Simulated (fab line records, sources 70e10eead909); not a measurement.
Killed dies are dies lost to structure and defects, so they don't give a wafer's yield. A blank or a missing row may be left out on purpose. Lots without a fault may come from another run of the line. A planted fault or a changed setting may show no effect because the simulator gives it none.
One fault seen from 2 desks | flow nand_harc | each desk has only its own numbers; what lay behind them comes last

THE TOOL OWNER'S DESK: rie_diel-03
The tool's own readings at NHARC_P_GATE_ETCH_114 (etches the open film in CF4/O2, target depth 30 nm, overetch 3 nm, time 16.5 s): means of the sampled wafers that have a number, for each lot that ran on this tool. A lot is out of limits, marked OUT, if its mean lies more than 4 standard deviations from the usual mean; the brackets give that distance.
Columns: A = bias_w at NHARC_P_GATE_ETCH_114, usual 100.0 W; B = drypump_motor_current_A at NHARC_P_GATE_ETCH_114, usual 5.6 A; C = oes_product_au at NHARC_P_GATE_ETCH_114, usual 1.002 a.u.; D = rf_vpp_V at NHARC_P_GATE_ETCH_114, usual 197.3 V; E = showerhead_plenum_p_Torr at NHARC_P_GATE_ETCH_114, usual 1.31 Torr; F = throttle_valve_pct at NHARC_P_GATE_ETCH_114, usual 13.397 %
lot  | first seen here | A     | B   | C     | D     | E    | F
L709 | day 8 22:00     | 99.9  | 5.6 | 1.007 | 197.5 | 1.33 | 13.398
L711 | day 9 10:00     | 100.0 | 5.6 | 1.015 | 198.1 | 1.35 | 13.406
This desk's finding: nothing out of limits on any of the 2 lots.

THE DEFECT DESK
What the inspections along the route counted, lot by lot: means of the sampled wafers that have a number. A lot is out of limits, marked OUT, if its mean lies more than 4 standard deviations from the usual mean; the brackets give that distance.
Columns: A = raw_defect_count at NHARC_P_GATE_INSPECT_68, usual 250
lot  | first seen here | A
L693 | day 5 15:44     | 365
L692 | day 5 16:22     | 301
L694 | day 6 02:38     | 221
L696 | day 6 12:38     | 215
L698 | day 6 23:58     | 227
L701 | day 7 18:18     | 195
L709 | day 9 17:02     | 774 (+4.8) OUT
L711 | day 10 05:25    | 750 (+4.5) OUT
L713 | day 10 19:02    | 249
L714 | day 10 19:19    | 201
This desk's finding: out of limits on L709, L711; first on L709, day 9 17:02 (raw_defect_count at NHARC_P_GATE_INSPECT_68). In limits: L693, L692, L694, L696, L698, L701, L713, L714.

PUT TOGETHER
The defect desk could have raised an alarm at day 9 17:02, on L709, L711.
The tool owner's desk saw nothing out of limits.
The tool owner's desk has L709, L711 on record, within its limits.
Of the lots named, all ran NHARC_P_GATE_ETCH_114 on rie_diel-03.

WHAT THE SIMULATOR HAD PUT IN
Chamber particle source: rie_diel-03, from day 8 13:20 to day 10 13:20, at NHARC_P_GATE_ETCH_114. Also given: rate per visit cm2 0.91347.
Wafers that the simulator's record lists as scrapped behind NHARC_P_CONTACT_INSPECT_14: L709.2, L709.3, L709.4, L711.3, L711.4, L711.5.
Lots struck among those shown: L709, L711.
Hours from the fault's start to each desk's first reading out of limits: the defect desk, 28.
